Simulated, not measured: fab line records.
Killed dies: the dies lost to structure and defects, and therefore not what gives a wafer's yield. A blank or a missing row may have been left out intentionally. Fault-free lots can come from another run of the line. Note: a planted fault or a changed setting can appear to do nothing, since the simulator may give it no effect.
What tool caused it? + flow nand-harc + 39 wafers from 13 lots sampled at 5 of the route's 1159 steps

## WHAT THE GAUGES SHOWED, per wafer
NHARC_END_SORT_01. Usual: defect-limited-yield 95.5 %, standard deviation 1.3; killed-at-array 27, standard deviation 8.8; killed-at-other 0.4, standard deviation 0.82; killed-at-periphery 3.1, standard deviation 2.1; killed-dies 31, standard deviation 8.8; killed-open 3.3, standard deviation 2; killed-short 2.0, standard deviation 1.4; sort_bin_2_pct 1.3 %, standard deviation 0.56; sort_bin_3_pct 0.25 %, standard deviation 0.21; sort_bin_4_pct 2.9 %, standard deviation 0.89; sort-n-pass 646, standard deviation 8.8; sort-rim-yield-pct 95.8 %, standard deviation 2.7; sort-yield-pct 95.5 %, standard deviation 1.3.
| lot  | measured     | on        | defect-limited-yield (%) | killed-at-array | killed-at-other | killed-at-periphery | killed-dies | killed-open | killed-short | sort_bin_2_pct (%) | sort_bin_3_pct (%) | sort_bin_4_pct (%) | sort-n-pass | sort-rim-yield-pct (%) | sort-yield-pct (%) | flag |
|------|--------------|-----------|--------------------------|-----------------|-----------------|---------------------|-------------|-------------|--------------|--------------------|--------------------|--------------------|-------------|------------------------|--------------------|------|
| L862 | day 23 18:03 | prober-01 | 95.3 0 94.8              | 30 32 34        | 0 2 1           | 2 643 0             | 32 677 35   | 1 4 7       | 0 4 2        | 1.8 96.3 1.9       | 0.15 0.30 0        | 2.8 3.4 3.2        | 645 0 642   | 93.4 0 93.4            | 95.3 0 94.8        | OFF  |
| L864 | day 22 13:04 | prober-01 | 94.1 0 95.1              | 33 30 26        | 1 0 0           | 6 647 7             | 40 677 33   | 5 3 3       | 4 1 2        | 1.9 96.8 1.9       | 0.15 0.15 0        | 3.8 3.1 3.0        | 637 0 644   | 93.4 0 96.2            | 94.1 0 95.1        | OFF  |

## WHAT TOOL EACH LOT RAN ON (gives the tool, then ch and the chambers of the sampled wafers, and finally the start)
| lot  | NHARC_P_M1_PVD_21            | NHARC_A_M1_DEP_33               | NHARC_A_BONDPAD_CMP_29        | NHARC_THIN_TSV_PVD_19                   |
|------|------------------------------|---------------------------------|-------------------------------|-----------------------------------------|
| L848 | pvd-sputter-01, day 6 04:37  | pecvd-04 ch 1,2, day 18 11:46   | cmp-02 ch 1,2,3, day 18 12:55 | pvd-sputter-02, no start                |
| L849 | pvd-sputter-02, day 6 12:01  | pecvd-04 ch 0,1,2, day 18 15:13 | cmp-01 ch 0,1,2, day 18 16:10 | pvd-sputter-03, no start                |
| L852 | pvd-sputter-02, day 7 01:22  | pecvd-04 ch 0,1,2, day 18 17:02 | cmp-01 ch 0,1, day 18 18:00   | pvd-sputter-01, no start                |
| L851 | pvd-sputter-02, day 7 03:17  | pecvd-01 ch 0,1, day 19 01:23   | cmp-04 ch 1,2,3, day 19 02:20 | pvd-sputter-02, no start                |
| L853 | pvd-sputter-01, day 7 11:16  | pecvd-01 ch 0,1,2, day 19 04:20 | cmp-04 ch 0,1, day 19 05:10   | pvd-sputter-01, no start                |
| L854 | pvd-sputter-02, day 7 12:00  | pecvd-04 ch 0,1,2, day 19 07:04 | cmp-01 ch 0,2,3, day 19 07:57 | pvd-sputter-02, no start                |
| L855 | pvd-sputter-02, day 7 21:26  | pecvd-01 ch 1,2, day 19 17:04   | cmp-04 ch 1,3, day 19 18:01   | pvd-sputter-02, no start                |
| L856 | pvd-sputter-02, day 7 22:32  | pecvd-04 ch 0,1,2, day 19 23:44 | cmp-04 ch 1,2,3, day 20 00:40 | pvd-sputter-03, no start                |
| L857 | pvd-sputter-01, day 8 12:05  | pecvd-03 ch 0,1,2, day 20 04:58 | cmp-01 ch 0,1,2, day 20 05:58 | pvd-sputter-02, no start                |
| L860 | pvd-sputter-02, day 9 06:31  | pecvd-04 ch 0,1,2, day 20 19:46 | cmp-01 ch 1,2,3, day 20 20:41 | pvd-sputter-02, no start                |
| L862 | pvd-sputter-01, day 10 01:01 | pecvd-01 ch 2, day 22 06:29     | cmp-04 ch 1,2, day 22 07:26   | pvd-sputter-02, day 23 18:03 or earlier |
| L863 | pvd-sputter-03, day 10 01:07 | pecvd-03 ch 0,2, day 21 09:04   | cmp-04 ch 1,3, day 21 10:00   | pvd-sputter-03, no start                |
| L864 | pvd-sputter-01, day 10 03:30 | pecvd-01 ch 0,2, day 21 06:06   | cmp-04 ch 0,2, day 21 07:02   | pvd-sputter-01, day 22 13:04 or earlier |
- NHARC_P_M1_PVD_21: deposits Cu, target thk 30 nm, time 20.49 s.
- NHARC_A_M1_DEP_33: deposits SiCN, target thk 30 nm.
- NHARC_A_BONDPAD_CMP_29: polishes SiCN, target thk 200 nm.
- NHARC_THIN_TSV_PVD_19: deposits TaN, target thk 20 nm.

## AS READ BY THE TOOLS THEMSELVES (means over the sampled wafers that have a number; for cases with no such wafer, the mark the record gives instead)
NHARC_P_M1_PVD_21. Usual: 30.2 % for throttle-valve-pct, sd 0.68.
| lot  | tool           | throttle-valve-pct (%) | flag |
|------|----------------|------------------------|------|
| L848 | pvd-sputter-01 | 30.4                   |      |
| L849 | pvd-sputter-02 | 29.9                   |      |
| L852 | pvd-sputter-02 | 30.3                   |      |
| L851 | pvd-sputter-02 | 30.4                   |      |
| L853 | pvd-sputter-01 | 30.0                   |      |
| L854 | pvd-sputter-02 | 29.8                   |      |
| L855 | pvd-sputter-02 | 30.0                   |      |
| L856 | pvd-sputter-02 | 30.1                   |      |
| L857 | pvd-sputter-01 | 30.2                   |      |
| L860 | pvd-sputter-02 | 30.1                   |      |
| L862 | pvd-sputter-01 | 30.9                   |      |
| L863 | pvd-sputter-03 | 30.1                   |      |
| L864 | pvd-sputter-01 | 30.4                   |      |

NHARC_A_M1_DEP_33. Usual: 576 W for heater-power-w, sd 57.
| lot  | tool     | heater-power-w (W) | flag |
|------|----------|--------------------|------|
| L848 | pecvd-04 | 567                |      |
| L849 | pecvd-04 | 556                |      |
| L852 | pecvd-04 | 556                |      |
| L851 | pecvd-01 | 598                |      |
| L853 | pecvd-01 | 618                |      |
| L854 | pecvd-04 | 591                |      |
| L855 | pecvd-01 | 600                |      |
| L856 | pecvd-04 | 597                |      |
| L857 | pecvd-03 | 552                |      |
| L860 | pecvd-04 | 570                |      |
| L862 | pecvd-01 | 596                |      |
| L863 | pecvd-03 | 499                |      |
| L864 | pecvd-01 | 625                |      |

NHARC_A_BONDPAD_CMP_29. Usual: motor-current-A 11.8 A, standard deviation 0.81; retaining-ring-pressure-frac 1.000, standard deviation 0.0047.
| lot  | tool   | motor-current-A (A) | retaining-ring-pressure-frac | flag |
|------|--------|---------------------|------------------------------|------|
| L848 | cmp-02 | 11.2                | 0.999                        |      |
| L849 | cmp-01 | 12.6                | 0.997                        |      |
| L852 | cmp-01 | 12.6                | 1.000                        |      |
| L851 | cmp-04 | 11.5                | 0.998                        |      |
| L853 | cmp-04 | 11.2                | 0.997                        |      |
| L854 | cmp-01 | 12.8                | 0.998                        |      |
| L855 | cmp-04 | 11.7                | 1.000                        |      |
| L856 | cmp-04 | 11.2                | 1.002                        |      |
| L857 | cmp-01 | 12.5                | 0.998                        |      |
| L860 | cmp-01 | 12.5                | 1.000                        |      |
| L862 | cmp-04 | 11.1                | 0.998                        |      |
| L863 | cmp-04 | 11.4                | 0.996                        |      |
| L864 | cmp-04 | 10.9                | 1.002                        |      |

NHARC_THIN_TSV_PVD_19. Usual: 30.0 % for throttle-valve-pct, sd 0.65.
| lot  | tool           | throttle-valve-pct (%) | flag |
|------|----------------|------------------------|------|
| L848 | pvd-sputter-02 | 30.0                   |      |
| L849 | pvd-sputter-03 | 29.8                   |      |
| L852 | pvd-sputter-01 | 30.0                   |      |
| L851 | pvd-sputter-02 | 30.3                   |      |
| L853 | pvd-sputter-01 | 30.0                   |      |
| L854 | pvd-sputter-02 | 30.4                   |      |
| L855 | pvd-sputter-02 | 30.1                   |      |
| L856 | pvd-sputter-03 | 29.3                   |      |
| L857 | pvd-sputter-02 | 30.2                   |      |
| L860 | pvd-sputter-02 | 30.5                   |      |
| L862 | pvd-sputter-02 | 30.1                   |      |
| L863 | pvd-sputter-03 | 28.7                   |      |
| L864 | pvd-sputter-01 | 29.9                   |      |

## THE ANSWER, worked out from the rows above alone
Rule: lot off if the mean of its wafers having a number is beyond 3 standard deviations from the usual mean. A lot without any number at a reading at which 4 lots or more have one is off too. All remaining lots with rows at the step are treated as sound. Order of review: gauges by route order, followed by the tools' own readings, for which a lot's mean as printed above is used. The first step at which some lot is off is used, and at that step the reading that is off furthest; a lot without a number counts as furthest.
Off at NHARC_END_SORT_01 (killed-at-periphery): L862, L864. Neither off nor sound, because the step has no rows for them: L848, L849, L852, L851, L853, L854, L855, L856, L857, L860, L863.
If a tool, at a process step before that reading, ran all the lots that are off and no sound lot after the first of them, it fits. The gauges at NHARC_END_SORT_01 are tried like those tools. With no start given for some of its lots, NHARC_THIN_TSV_PVD_19 uses the hours and lot order of NHARC_END_SORT_01. Can't be told from this: 4 tools fit, pvd-sputter-01 at NHARC_P_M1_PVD_21, pecvd-01 at NHARC_A_M1_DEP_33, cmp-04 at NHARC_A_BONDPAD_CMP_29, prober-01 at NHARC_END_SORT_01.

## WHAT THE SIMULATOR HAD PUT IN
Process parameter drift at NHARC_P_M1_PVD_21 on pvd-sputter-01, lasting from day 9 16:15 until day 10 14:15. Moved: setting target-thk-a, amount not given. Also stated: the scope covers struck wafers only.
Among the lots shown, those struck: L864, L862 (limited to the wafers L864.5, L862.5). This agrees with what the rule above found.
